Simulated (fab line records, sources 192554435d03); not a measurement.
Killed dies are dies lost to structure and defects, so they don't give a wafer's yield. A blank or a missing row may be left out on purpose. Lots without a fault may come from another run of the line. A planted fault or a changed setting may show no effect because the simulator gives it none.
Which tool did it? | flow n5_finfet | 7 lots, 21 wafers sampled, at 8 steps of a route of 1938

WHAT THE GAUGES READ, wafer by wafer
N5_BEOL_M14_OVL_MEAS_11. Usual: V13_OVL -3 nm, standard deviation 5.1.
lot  | measured     | on         | V13_OVL (nm) | flag
L890 | day 11 20:18 | overlay-01 | -5 -4 -1     |
L892 | day 12 09:21 | overlay-02 | -3 -2 2      |
L896 | day 13 22:22 | overlay-01 | -6 6 2       |
L899 | day 15 11:52 | overlay-02 | 4 -2 5       |
L903 | day 16 03:22 | overlay-01 | -8 0 -3      |
L906 | day 16 03:35 | overlay-01 | 3 4 -5       |
L908 | day 17 09:00 | overlay-01 | -9 -2 -2     |

N5_BEOL_M14_CD_MEAS_17: target cd 250 nm. Usual: cd_nm 250.9 nm, standard deviation 1.7.
lot  | measured     | on        | cd_nm (nm)        | flag
L890 | day 11 20:47 | cd_sem-02 | 251.6 249.3 250.2 |
L892 | day 12 09:51 | cd_sem-01 | 247.8 250.0 251.6 |
L896 | day 13 22:51 | cd_sem-02 | 249.1 251.2 251.2 |
L899 | day 15 12:24 | cd_sem-02 | 251.3 251.9 250.6 |
L903 | day 16 04:08 | cd_sem-03 | 251.9 251.0 250.2 |
L906 | day 16 04:20 | cd_sem-03 | 252.4 252.0 250.4 |
L908 | day 17 10:05 | cd_sem-03 | 251.9 251.8 251.7 |

N5_BEOL_M14_OCD_MEAS_35. Usual: trench_depth_nm 558 nm, standard deviation 7.9.
lot  | measured     | on     | trench_depth_nm (nm) | flag
L890 | day 11 21:49 | ocd-02 | 560 563 567          |
L892 | day 12 10:53 | ocd-01 | 559 561 558          |
L896 | day 13 23:52 | ocd-01 | 555 566 547          |
L899 | day 15 13:28 | ocd-02 | 828 554 556          | OFF
L903 | day 16 05:17 | ocd-02 | 557 566 553          |
L906 | day 16 05:21 | ocd-01 | 565 546 564          |
L908 | day 17 11:39 | ocd-01 | 565 549 558          |

N5_BEOL_M14_THK_MEAS_50: measures by xrf. Usual: M14_THK 554 nm, standard deviation 8.1.
lot  | measured     | on            | M14_THK (nm) | flag
L890 | day 12 01:04 | film_metro-01 | 558 564 564  |
L892 | day 12 12:20 | film_metro-01 | 563 565 566  |
L896 | day 14 03:34 | film_metro-01 | 556 562 545  |
L899 | day 15 17:52 | film_metro-01 | 820 549 554  | OFF
L903 | day 16 09:06 | film_metro-01 | 550 561 546  |
L906 | day 16 09:46 | film_metro-01 | 557 536 554  |
L908 | day 17 13:34 | film_metro-02 | 559 543 552  |

N5_BEOL_M14_RS_MEAS_54: measures by four-point-probe. Usual: M14_RS 0.0332 ohm/sq, standard deviation 0.00048.
lot  | measured     | on            | M14_RS (ohm/sq)      | flag
L890 | day 12 01:14 | film_metro-02 | 0.0330 0.0328 0.0326 |
L892 | day 12 12:28 | film_metro-01 | 0.0330 0.0329 0.0329 |
L896 | day 14 03:41 | film_metro-01 | 0.0334 0.0326 0.0339 |
L899 | day 15 18:00 | film_metro-02 | 0.0223 0.0335 0.0332 | OFF
L903 | day 16 09:14 | film_metro-02 | 0.0332 0.0327 0.0336 |
L906 | day 16 09:53 | film_metro-02 | 0.0328 0.0340 0.0328 |
L908 | day 17 13:41 | film_metro-01 | 0.0328 0.0338 0.0330 |

N5_BEOL_M15_RC_MEAS_101. Usual: COMB_M10 1.5e-11 S/m, standard deviation 3.3e-12; COMB_M11 1.5e-11 S/m, standard deviation 3e-12; COMB_M12 6.6e-12 S/m, standard deviation 1.3e-12; COMB_M13 4.9e-12 S/m, standard deviation 8.9e-13; COMB_M15 2.6e-12 S/m, standard deviation 4.9e-13; COMB_M5 3.6e-11 S/m, standard deviation 7.4e-12; COMB_M6 2.5e-11 S/m, standard deviation 5.1e-12; COMB_M7 2.5e-11 S/m, standard deviation 5.3e-12; COMB_M8 2.7e-11 S/m, standard deviation 5.8e-12; COMB_M9 1.5e-11 S/m, standard deviation 3.2e-12; SERP_M10 3.06 ohm/um, standard deviation 0.059; SERP_M11 3.05 ohm/um, standard deviation 0.069; SERP_M12 0.643 ohm/um, standard deviation 0.016; SERP_M13 0.312 ohm/um, standard deviation 0.0065; SERP_M14 0.1600 ohm/um, standard deviation 0.0029; SERP_M14_max_site 0.1619 ohm/um, standard deviation 0.0029; SERP_M5 39.6 ohm/um, standard deviation 1.5; SERP_M6 14.0 ohm/um, standard deviation 0.5; SERP_M7 13.9 ohm/um, standard deviation 0.53; SERP_M8 13.9 ohm/um, standard deviation 0.39; SERP_M9 3.06 ohm/um, standard deviation 0.08.
lot  | measured     | on        | COMB_M10 (S/m)          | COMB_M11 (S/m)          | COMB_M12 (S/m)          | COMB_M13 (S/m)          | COMB_M15 (S/m)          | COMB_M5 (S/m)           | COMB_M6 (S/m)           | COMB_M7 (S/m)           | COMB_M8 (S/m)           | COMB_M9 (S/m)           | SERP_M10 (ohm/um) | SERP_M11 (ohm/um) | SERP_M12 (ohm/um) | SERP_M13 (ohm/um) | SERP_M14 (ohm/um)    | SERP_M14_max_site (ohm/um) | SERP_M5 (ohm/um) | SERP_M6 (ohm/um) | SERP_M7 (ohm/um) | SERP_M8 (ohm/um) | SERP_M9 (ohm/um) | flag
L890 | day 12 07:10 | prober-02 | 1.7e-11 1.4e-11 1e-11   | 2e-11 1.3e-11 1.4e-11   | 7.1e-12 6e-12 5.9e-12   | 5.5e-12 4.1e-12 4.7e-12 | 3.1e-12 2.1e-12 3.4e-12 | 4.7e-11 4.2e-11 2.8e-11 | 2.7e-11 3.3e-11 2.9e-11 | 1.9e-11 2.5e-11 2.1e-11 | 2.1e-11 3.1e-11 3.3e-11 | 1.6e-11 1.7e-11 2e-11   | 3.06 3.07 2.99    | 2.97 2.95 2.99    | 0.622 0.640 0.625 | 0.320 0.323 0.324 | 0.1598 0.1595 0.1576 | 0.1623 0.1606 0.1596       | 39.9 39.1 41.5   | 13.6 13.1 12.6   | 12.6 13.8 13.8   | 13.6 13.8 14.0   | 3.00 2.92 2.98   |
L892 | day 12 19:31 | prober-02 | 1.4e-11 1e-11 1.5e-11   | 1.9e-11 1.1e-11 1.4e-11 | 7.3e-12 4.4e-12 5.2e-12 | 5e-12 5e-12 5.6e-12     | 2.6e-12 2.5e-12 1.6e-12 | 2.8e-11 2.7e-11 4.1e-11 | 2.5e-11 2.1e-11 1.9e-11 | 2e-11 2.6e-11 2.2e-11   | 1.9e-11 1.7e-11 2.8e-11 | 1.3e-11 1.3e-11 1.6e-11 | 3.11 3.15 3.04    | 3.08 3.10 3.06    | 0.646 0.685 0.640 | 0.317 0.315 0.309 | 0.1587 0.1596 0.1591 | 0.1607 0.1609 0.1610       | 39.4 41.5 42.3   | 13.6 13.5 13.8   | 13.7 13.3 14.3   | 14.2 14.5 13.5   | 2.96 3.13 2.94   |
L896 | day 14 09:26 | prober-01 | 1.3e-11 1.9e-11 1.4e-11 | 1.3e-11 1.2e-11 1.3e-11 | 5.2e-12 6.4e-12 5.8e-12 | 6e-12 5e-12 6e-12       | 2.4e-12 2.8e-12 2.4e-12 | 4.6e-11 4.5e-11 3.8e-11 | 2.9e-11 2e-11 2.8e-11   | 3.9e-11 2.5e-11 3.1e-11 | 2.2e-11 2e-11 2.4e-11   | 1.3e-11 1.4e-11 1.7e-11 | 3.08 3.16 3.17    | 3.14 3.14 3.11    | 0.643 0.670 0.658 | 0.321 0.310 0.321 | 0.1595 0.1564 0.1634 | 0.1613 0.1580 0.1661       | 39.8 39.1 39.9   | 14.7 14.0 13.8   | 13.7 13.8 14.1   | 13.8 13.5 14.1   | 3.26 3.12 3.03   |
L899 | day 16 00:46 | prober-02 | 1.3e-11 1.5e-11 1.7e-11 | 1.4e-11 1.5e-11 1.4e-11 | 5.5e-12 8.6e-12 6.9e-12 | 4.3e-12 3.7e-12 4.2e-12 | 1.9e-12 1.7e-12 2.9e-12 | 4.3e-11 3.7e-11 3.5e-11 | 3.3e-11 2.6e-11 2e-11   | 2.2e-11 1.7e-11 1.9e-11 | 1.9e-11 2.8e-11 2.2e-11 | 1.6e-11 1.7e-11 1.6e-11 | 3.05 3.03 3.11    | 3.07 3.05 3.02    | 0.641 0.628 0.669 | 0.308 0.315 0.307 | 0.1053 0.1611 0.1593 | 0.1059 0.1619 0.1600       | 41.0 39.2 39.0   | 14.8 13.9 14.1   | 14.5 14.6 15.0   | 13.7 13.5 14.0   | 3.07 3.01 2.95   | OFF
L903 | day 16 16:27 | prober-02 | 1.4e-11 1.8e-11 1.7e-11 | 1.5e-11 2e-11 2.3e-11   | 7.1e-12 5.8e-12 5e-12   | 4.5e-12 4.9e-12 3.6e-12 | 2.9e-12 2.1e-12 2.3e-12 | 3e-11 3.4e-11 2.6e-11   | 2.2e-11 1.9e-11 2.2e-11 | 2.5e-11 2e-11 2.6e-11   | 2.4e-11 2e-11 2.3e-11   | 1.4e-11 1.1e-11 1.4e-11 | 3.07 3.10 3.01    | 2.94 2.93 2.96    | 0.633 0.623 0.638 | 0.313 0.299 0.297 | 0.1612 0.1572 0.1625 | 0.1637 0.1593 0.1641       | 37.2 38.9 41.0   | 14.5 13.8 14.4   | 14.8 14.2 14.4   | 14.2 13.3 13.5   | 3.04 3.09 3.12   |
L906 | day 16 18:36 | prober-02 | 1.5e-11 1.5e-11 1.3e-11 | 1.7e-11 2.1e-11 1.8e-11 | 6.2e-12 8.5e-12 7.8e-12 | 4e-12 6e-12 4.2e-12     | 2.2e-12 2.9e-12 2e-12   | 3.4e-11 4.7e-11 4e-11   | 2e-11 3.5e-11 2.6e-11   | 1.8e-11 2.5e-11 2.1e-11 | 2.9e-11 3e-11 1.9e-11   | 1.7e-11 1.2e-11 2e-11   | 2.94 2.95 2.98    | 3.06 3.03 3.08    | 0.656 0.645 0.639 | 0.316 0.317 0.311 | 0.1577 0.1650 0.1571 | 0.1591 0.1662 0.1591       | 38.0 39.3 38.5   | 13.7 14.0 14.2   | 13.8 14.4 13.5   | 14.6 14.5 13.8   | 2.94 2.89 3.07   |
L908 | day 17 22:12 | prober-02 | 1.7e-11 1.5e-11 1.5e-11 | 1.5e-11 1.5e-11 1.6e-11 | 5.5e-12 5.2e-12 4.6e-12 | 3.7e-12 4.6e-12 4.4e-12 | 2.8e-12 2.1e-12 2.8e-12 | 3.2e-11 3.9e-11 3e-11   | 2.3e-11 2.5e-11 3.2e-11 | 2.2e-11 2.5e-11 2.3e-11 | 2.1e-11 2.4e-11 2.6e-11 | 1.7e-11 1.8e-11 1.4e-11 | 3.06 2.92 3.03    | 3.06 3.08 3.09    | 0.649 0.659 0.632 | 0.316 0.321 0.316 | 0.1578 0.1608 0.1573 | 0.1604 0.1628 0.1601       | 40.1 39.8 42.5   | 13.4 13.0 13.4   | 13.9 13.7 14.0   | 14.3 14.0 13.6   | 3.12 3.05 3.08   |

WHICH TOOL RAN EACH LOT (tool, then ch and the chambers of the sampled wafers, then the start)
lot  | N5_BEOL_M14_TRENCH_ETCH_34         | N5_BEOL_M14_ETCH_38
L890 | rie_diel-04 ch 0,2,3, day 11 21:40 | rie_diel-05 ch 1,2,3, day 12 01:04 or earlier
L892 | rie_diel-05 ch 2,3, day 12 10:43   | rie_diel-05 ch 2,3, day 12 12:20 or earlier
L896 | rie_diel-05 ch 0,1,3, day 13 23:43 | rie_diel-02 ch 0,2,3, day 14 03:34 or earlier
L899 | rie_diel-05 ch 0,2, day 15 13:18   | rie_diel-04 ch 0,3, day 15 17:52 or earlier
L903 | rie_diel-04 ch 1,2, day 16 05:08   | rie_diel-02 ch 0,2, day 16 09:06 or earlier
L906 | rie_diel-02 ch 0,2,3, day 16 05:12 | rie_diel-05 ch 0,3, day 16 09:46 or earlier
L908 | rie_diel-04 ch 0,1,2, day 17 11:30 | rie_diel-02 ch 0,1, day 17 13:34 or earlier
- N5_BEOL_M14_TRENCH_ETCH_34: etches SiO2 in C4F8/O2/Ar, target depth 556.65 nm, time 126.9 s.
- N5_BEOL_M14_ETCH_38: etches SiCN in CF4/N2, target depth 106.5 nm, time 120.6 s.

WHAT THE TOOLS THEMSELVES READ (means of the sampled wafers that have a number; where no wafer has one, the mark that the record gives instead)
N5_BEOL_M14_TRENCH_ETCH_34. Usual: drypump_motor_current_A 5.9 A, standard deviation 0.38; oes_product_au 0.80 a.u., standard deviation 0.08; rf_vpp_V 2230 V, standard deviation 13; showerhead_plenum_p_Torr 3.47 Torr, standard deviation 0.16; throttle_valve_pct 30.82 %, standard deviation 0.21.
lot  | tool        | drypump_motor_current_A (A) | oes_product_au (a.u.) | rf_vpp_V (V) | showerhead_plenum_p_Torr (Torr) | throttle_valve_pct (%) | flag
L890 | rie_diel-04 | 6.2                         | 0.80                  | 2227         | 3.45                            | 30.84                  |
L892 | rie_diel-05 | 6.0                         | 0.88                  | 2239         | 3.60                            | 30.87                  |
L896 | rie_diel-05 | 5.7                         | 0.79                  | 2228         | 3.40                            | 30.87                  |
L899 | rie_diel-05 | 5.7                         | 0.79                  | 2248         | 3.59                            | 30.82                  |
L903 | rie_diel-04 | 6.1                         | 0.83                  | 2224         | 3.42                            | 30.96                  |
L906 | rie_diel-02 | 5.9                         | 0.78                  | 2228         | 3.48                            | 30.68                  |
L908 | rie_diel-04 | 6.2                         | 0.82                  | 2223         | 3.51                            | 30.82                  |

N5_BEOL_M14_ETCH_38. Usual: drypump_motor_current_A 5.9 A, standard deviation 0.38; oes_product_au 0.81 a.u., standard deviation 0.079; rf_vpp_V 383.1 V, standard deviation 2.5; showerhead_plenum_p_Torr 2.24 Torr, standard deviation 0.096; throttle_valve_pct 15.35 %, standard deviation 0.22.
lot  | tool        | drypump_motor_current_A (A) | oes_product_au (a.u.) | rf_vpp_V (V) | showerhead_plenum_p_Torr (Torr) | throttle_valve_pct (%) | flag
L890 | rie_diel-05 | 5.8                         | 0.84                  | 382.5        | 2.21                            | 15.39                  |
L892 | rie_diel-05 | 6.1                         | 0.92                  | 383.6        | 2.29                            | 15.26                  |
L896 | rie_diel-02 | 5.9                         | 0.80                  | 383.8        | 2.25                            | 15.27                  |
L899 | rie_diel-04 | 6.1                         | 0.91                  | 382.1        | 2.21                            | 15.09                  |
L903 | rie_diel-02 | 6.0                         | 0.83                  | 382.4        | 2.20                            | 15.26                  |
L906 | rie_diel-05 | 5.8                         | 0.76                  | 383.8        | 2.26                            | 15.37                  |
L908 | rie_diel-02 | 5.4                         | 0.75                  | 385.1        | 2.30                            | 15.44                  |

THE ANSWER, worked out from the rows above alone
Rule: a lot is off if the mean of its wafers that have a number lies more than 3 standard deviations from the usual mean. A lot without any number at a reading at which 4 lots or more have one is off too. The other lots that the step has rows for count as sound. The gauges are gone through in route order, then the tools' own readings, and for those a lot's mean is taken as printed above. The first step at which some lot is off is used, and at that step the reading that is off furthest; a lot without a number counts as furthest.
Off: L899, at N5_BEOL_M14_OCD_MEAS_35 (trench_depth_nm).
A tool fits if, at a process step before that reading, it ran every lot that is off, and no sound lot after the first of them. The gauges at N5_BEOL_M14_OCD_MEAS_35 aren't tried: what is off there is off at N5_BEOL_M14_THK_MEAS_50 too, on other tools, and a gauge's error can't cause that. One fits: rie_diel-05 at N5_BEOL_M14_TRENCH_ETCH_34. Its last sound lot is L896 (day 13 23:43), its first lot that is off L899 (day 15 13:18): a fault that began between those two fits.

WHAT THE SIMULATOR HAD PUT IN
Process parameter drift: rie_diel-05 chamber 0, from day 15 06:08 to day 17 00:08, at N5_BEOL_M14_TRENCH_ETCH_34. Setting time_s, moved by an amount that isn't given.
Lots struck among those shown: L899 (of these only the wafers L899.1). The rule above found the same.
